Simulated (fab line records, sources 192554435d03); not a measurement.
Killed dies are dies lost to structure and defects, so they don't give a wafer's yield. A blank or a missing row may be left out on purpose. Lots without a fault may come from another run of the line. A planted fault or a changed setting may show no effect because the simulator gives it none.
Chamber matching | flow n5_finfet | N5_BEOL_M4_CO_CAP_55 on cvd_co-01: 3 sister chambers
The step material Co, precursor CCTBA/H2, target thk 2 nm, time 102.1 s. 6 wafers are shown with their chamber, then 12 later ones without.

WAFERS WITH THEIR CHAMBER
wafer  | chamber | heater_power_w (W)
L080.3 | 0       | 237
L080.5 | 0       | 239
L085.6 | 2       | 195
L090.1 | 1       | 257
L090.2 | 2       | 193
L090.4 | 1       | 257

WAFERS WITHOUT THEIR CHAMBER
wafer  | heater_power_w (W)
L089.2 | 254
L089.4 | 243
L089.5 | 196
L091.2 | 235
L091.4 | 199
L091.5 | 245
L092.1 | 237
L092.2 | 198
L092.3 | 257
L094.2 | 237
L094.3 | 199
L094.4 | 263

WHICH CHAMBER EACH WENT THROUGH
wafer  | from the rows above | in truth
L089.2 | 1                   | 1
L089.4 | 0                   | 0
L089.5 | 2                   | 2
L091.2 | 0                   | 0
L091.4 | 2                   | 2
L091.5 | 0                   | 0
L092.1 | 0                   | 0
L092.2 | 2                   | 2
L092.3 | 1                   | 1
L094.2 | 0                   | 0
L094.3 | 2                   | 2
L094.4 | 1                   | 1
Placed correctly: 12 of 12. Can't be placed from these rows: 0. Placed wrongly: 0.
How it was worked out, from the rows above alone: a wafer's distance from a chamber is the root of the sum, over the readings, of the square of ((its reading less the chamber's mean) divided by the reading's scatter). The wafer belongs to the nearest chamber; if the next one is less than 2 further off, it can't be placed. A chamber's mean is the mean of its shown wafers. The scatter: the root of (the sum of the squares of (reading less its chamber's mean) over the shown wafers, divided by (wafers less chambers)).
